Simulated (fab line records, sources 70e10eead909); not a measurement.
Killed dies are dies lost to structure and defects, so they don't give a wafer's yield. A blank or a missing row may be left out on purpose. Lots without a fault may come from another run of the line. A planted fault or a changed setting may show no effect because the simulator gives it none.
Which tool did it? | flow nand_harc | 6 lots, 18 wafers sampled, at 2 steps of a route of 1302

WHAT THE GAUGES READ, wafer by wafer
NHARC_P_ZERO_WELL_CD_MEAS_11: target cd 500 nm.
lot  | measured     | on        | cd_nm (nm)
L864 | day 3 03:15  | cd_sem-03 | 499.4 498.7 498.6
L868 | day 4 19:18  | cd_sem-02 | 499.0 498.3 498.3
L875 | day 7 17:15  | cd_sem-01 | 506.0 505.7 504.6 506.1 505.8 504.5
L878 | day 8 23:15  | cd_sem-01 | 500.2 498.8 501.6
L880 | day 9 19:15  | cd_sem-03 | 503.3 503.4 503.2
L884 | day 11 11:14 | cd_sem-03 | 499.1 500.7 499.4

WHICH TOOL RAN EACH LOT (tool, then ch and the chambers of the sampled wafers, then the start)
lot  | NHARC_P_ZERO_WELL_EXPOSE_08
L864 | krf_scanner-01 ch 0, day 3 03:06
L868 | krf_scanner-01 ch 0, day 4 19:10
L875 | krf_scanner-02 ch 0, day 7 17:06
L878 | krf_scanner-01 ch 0, day 8 23:07
L880 | krf_scanner-02 ch 0, day 9 19:06
L884 | krf_scanner-03 ch 0, day 11 11:05
- NHARC_P_ZERO_WELL_EXPOSE_08: exposes mask P ZERO, target cd 500 nm.

THE ANSWER, worked out from the rows above alone
Rule: what is usual is taken from the lots themselves. Put in order of their means at a reading, lots are off if they are a third of the lots or fewer, leave a main group of 4 or more, and stand apart from it by a gap of 3 or more times the standard deviation of the main group's means; of several such gaps the widest counts. A main group whose means are all the same, to the digits that the tables above print for the reading, isn't used. A lot without any number at a reading at which 4 lots or more have one is off too. The other lots that the step has rows for count as sound.
Off: L875, L880, at NHARC_P_ZERO_WELL_CD_MEAS_11 (cd_nm). The main group: mean 499.3 nm, standard deviation 0.66.
A tool fits if, at a process step before that reading, it ran every lot that is off, and no sound lot after the first of them. The gauges at NHARC_P_ZERO_WELL_CD_MEAS_11 are tried like those tools. One fits: krf_scanner-02 at NHARC_P_ZERO_WELL_EXPOSE_08. It ran no sound lot before its first lot that is off in this sample, so the start can't be narrowed down.

WHAT THE SIMULATOR HAD PUT IN
Process parameter drift: krf_scanner-02, from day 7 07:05 on, at NHARC_P_ZERO_WELL_EXPOSE_08. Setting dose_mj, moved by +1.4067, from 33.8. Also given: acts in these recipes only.
Lots struck among those shown: L875, L880. The rule above found the same.
